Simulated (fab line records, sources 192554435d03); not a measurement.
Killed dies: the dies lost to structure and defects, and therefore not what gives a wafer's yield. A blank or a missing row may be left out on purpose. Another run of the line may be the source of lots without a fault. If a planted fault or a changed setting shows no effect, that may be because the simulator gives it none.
Lot-split experiment | flow n5_finfet | 39 wafers read from 7 lots, route of 1938 steps

== THE SPLIT ITSELF ==
At N5_BEOL_M0_SAQP_SPACER1_ALD_98 (deposits SiO2, target thk 12.8 nm, pulse time 1 s, purge time 2 s), the setting ald_cycles was moved away from the recipe's 138 on 15 of the 39 wafers read, by -55.1% to +29.7%. For the rest of the wafers, this setting stayed at what the recipe calls for.

== FROM THE SPLIT TO THE READING: what the file shows between them, 2 steps ==
- N5_BEOL_M0_SAQP_SPACER1_ETCHBACK_99: etches SiO2 in CHF3/O2, target depth 15.4 nm, time 7.7 s
- N5_BEOL_M0_SAQP_MANDREL1_REMOVE_100: chemistry HBr/Cl2/O2, target a-Si, stops on SiNx, bt time 10 s

== THE READING ==
cd_nm at N5_BEOL_M0_SAQP_CD_MEAS_25, given in nm (cd target 13.1 nm). A value of 12.82 nm with a standard deviation of 0.23 nm is what fault-free wafers of this fab line usually give.

wafer  | tool, chamber at the split | ald_cycles as run | against the recipe | cd_nm, nm | against lot-mates on the recipe
L074.1 | ald_sin-03, 3              | 70                | -49.3%             | 6.75      | -5.91
L074.2 | ald_sin-03, 2              | 70                | -49.3%             | 6.43      | -6.23
L074.3 | ald_sin-03, 1,0,1          | 138               | recipe             | 12.81     | -
L074.4 | ald_sin-03, 1,0,1          | 138               | recipe             | 12.52     | -
L074.5 | ald_sin-03, 2              | 70                | -49.3%             | 6.39      | -6.27
L074.6 | ald_sin-03, 1,0,1          | 138               | recipe             | 12.64     | -
L076.1 | ald_sin-03, 3,2            | 108               | -21.7%             | 10.23     | -2.52
L076.2 | ald_sin-03, 1,0,1          | 138               | recipe             | 12.91     | -
L076.3 | ald_sin-03, 3,2            | 108               | -21.7%             | 10.02     | -2.73
L076.4 | ald_sin-03, 1,0,1          | 138               | recipe             | 12.89     | -
L076.5 | ald_sin-03, 2              | 108               | -21.7%             | 10.13     | -2.62
L076.6 | ald_sin-03, 1,0,1          | 138               | recipe             | 12.46     | -
L080.1 | ald_sin-01, 1,2,3          | 62                | -55.1%             | 5.60      | -7.04
L080.2 | ald_sin-01, 0,3,0          | 138               | recipe             | 12.60     | -
L080.3 | ald_sin-01, 1,2,3          | 62                | -55.1%             | 5.66      | -6.98
L080.4 | ald_sin-01, 0,3,0          | 138               | recipe             | 12.59     | -
L080.5 | ald_sin-01, 0,3,0          | 138               | recipe             | 12.72     | -
L080.6 | ald_sin-01, 1,2,3          | 62                | -55.1%             | 5.99      | -6.65
L083.1 | ald_sin-01, 0,2,3          | 138               | recipe             | 12.86     | -
L083.2 | ald_sin-01, 1,3,0          | 112               | -18.8%             | 10.30     | -2.57
L083.3 | ald_sin-01, 0,2,3          | 138               | recipe             | 12.86     | -
L083.4 | ald_sin-01, 1,3,0          | 112               | -18.8%             | 10.62     | -2.25
L083.5 | ald_sin-01, 0,2,3          | 138               | recipe             | 12.89     | -
L083.6 | ald_sin-01, 1,3,0          | 112               | -18.8%             | 10.23     | -2.64
L085.1 | ald_sin-01, 0,2,3          | 179               | +29.7%             | 16.52     | +3.51
L085.2 | ald_sin-01, 1,1,0          | 138               | recipe             | 13.20     | -
L085.3 | ald_sin-01, 0,2,3          | 179               | +29.7%             | 16.53     | +3.52
L085.4 | ald_sin-01, 0,2,3          | 179               | +29.7%             | 16.33     | +3.32
L085.5 | ald_sin-01, 1,1,0          | 138               | recipe             | 12.82     | -
L085.6 | ald_sin-01, 1,1,0          | 138               | recipe             | 13.01     | -
L089.1 | ald_sin-03, 2,0,2          | 138               | recipe             | 12.98     | -
L089.2 | ald_sin-03, 3,1,3          | 138               | recipe             | 13.23     | -
L089.3 | ald_sin-03, 3,1,3          | 138               | recipe             | 12.72     | -
L089.4 | ald_sin-03, 2,0,2          | 138               | recipe             | 13.32     | -
L089.5 | ald_sin-03, 2,0,2          | 138               | recipe             | 13.07     | -
L089.6 | ald_sin-03, 3,1,3          | 138               | recipe             | 12.72     | -
L097.1 | ald_sin-02, 3,0,1          | 138               | recipe             | 12.48     | -
L097.2 | ald_sin-02, 3,0,1          | 138               | recipe             | 12.45     | -
L097.4 | ald_sin-02, 3,0,1          | 138               | recipe             | 12.67     | -
When a row names more than one chamber, that row covers several wafers, and the file does not tell which wafer ran in which chamber.

THE FIT
A straight line over all 39 wafers: cd_nm changes by +0.127 nm for each +1% of ald_cycles; r = +1.00; the points scatter about the line by 0.22 nm.
The same after taking each lot's own level away (the mean of its wafers on the recipe; 39 wafers): +0.123 nm for each +1%; r = +1.00; scatter 0.17 nm.
That fit puts the effect of the largest move of ald_cycles on the reading at 6.8 nm.
Measured against the standard deviation above, the lots' own levels, which go from 12.533 to 13.010 nm, span 2.1 times it.
Hence the lot-to-lot level has little effect on the slope; both slopes agree.
Check: for one of the wafers moved furthest among these (-55.1%), held out of the fit, the line's prediction against its lot-mates is -6.79 nm. Against them it came out at -7.04 nm.

== THESE WAFERS: OTHER SPLITS ==
Note: prior to the reading, these wafers also went through further splits. Each is held against what the fit with the lots' levels taken away leaves over:
other split on the same wafers        | wafers away from the commonest value | r with cd_nm (lot level and that fit taken away)
N5_SD_EPI_N_DEVELOP_08 develop_time_s | 12                                   | -0.05

== THE WHOLE CHAIN: every reading that the file lists as answering this split, in the file's order ==
step                                | what it does                                                      | reading                                                                                     | change (the file's fit)                | r (the file's)
N5_BEOL_M0_SAQP_SPACER1_ALD_98      | deposits SiO2, target thk 12.8 nm, pulse time 1 s, purge time 2 s | SiO2_of_BEOL_M0_SAQP_SPACER1_ALD_98.thk_nm (the simulator's own value, which no gauge read) | +0.128 nm for each +1% of the setting  | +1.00
N5_BEOL_M0_SAQP_MANDREL1_REMOVE_100 | chemistry HBr/Cl2/O2, target a-Si, stops on SiNx, bt time 10 s    | BEOL_M0_SAQP.cd_nm (the simulator's own value, which no gauge read)                         | +0.128 nm for each +1% of the setting  | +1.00
N5_BEOL_M0_SAQP_MANDREL1_REMOVE_100 | chemistry HBr/Cl2/O2, target a-Si, stops on SiNx, bt time 10 s    | SiO2_of_BEOL_M0_SAQP_SPACER1_ALD_98.thk_nm (the simulator's own value, which no gauge read) | +0.0976 nm for each +1% of the setting | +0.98
N5_BEOL_M0_SAQP_CD_MEAS_25          | target cd 13.1 nm                                                 | cd_nm                                                                                       | +0.124 nm for each +1% of the setting  | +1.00

== FILE'S OWN FIT ==
cd_nm changes by +0.124 nm for each +1% of ald_cycles, r = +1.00.
